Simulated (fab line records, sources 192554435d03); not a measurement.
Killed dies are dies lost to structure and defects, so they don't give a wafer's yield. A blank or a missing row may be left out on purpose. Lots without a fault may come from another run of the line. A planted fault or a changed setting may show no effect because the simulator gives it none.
Chamber matching | flow n5_finfet | N5_BEOL_M11_CURE_72 on uv_cure-01: 3 sister chambers
The step cures SiCOH lowk, time 120 s. 3 wafers are shown with their chamber, then 10 later ones without.

WAFERS WITH THEIR CHAMBER
wafer  | chamber | wafer_temp_C_max
L081.6 | 0       | 371.7
L089.6 | 1       | 372.3
L093.2 | 2       | 372.2

WAFERS WITHOUT THEIR CHAMBER
wafer  | wafer_temp_C_max
L093.5 | 372.3
L095.1 | 371.7
L095.3 | 371.4
L095.6 | 371.5
L097.1 | 371.8
L097.4 | 372.6
L097.6 | 373.2
L096.2 | 372.0
L096.5 | 371.4
L096.6 | 371.6

WHICH CHAMBER EACH WENT THROUGH
wafer  | from the rows above          | in truth
L093.5 | can't be placed: 1 or 2 or 0 | 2
L095.1 | can't be placed: 0 or 2 or 1 | 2
L095.3 | can't be placed: 0 or 2 or 1 | 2
L095.6 | can't be placed: 0 or 2 or 1 | 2
L097.1 | can't be placed: 0 or 2 or 1 | 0
L097.4 | can't be placed: 1 or 2 or 0 | 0
L097.6 | can't be placed: 1 or 2 or 0 | 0
L096.2 | can't be placed: 2 or 0 or 1 | 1
L096.5 | can't be placed: 0 or 2 or 1 | 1
L096.6 | can't be placed: 0 or 2 or 1 | 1
Placed correctly: 0 of 10. Can't be placed from these rows: 10 (the true chamber is among the candidates in 10). Placed wrongly: 0.
How it was worked out, from the rows above alone: a wafer's distance from a chamber is the root of the sum, over the readings, of the square of ((its reading less the chamber's mean) divided by the reading's scatter). The wafer belongs to the nearest chamber; if the next one is less than 2 further off, it can't be placed. A chamber's mean is the mean of its shown wafers. The scatter: with one shown wafer a chamber, the root of the mean of the squares of how far each hidden wafer lies from its nearest shown one.
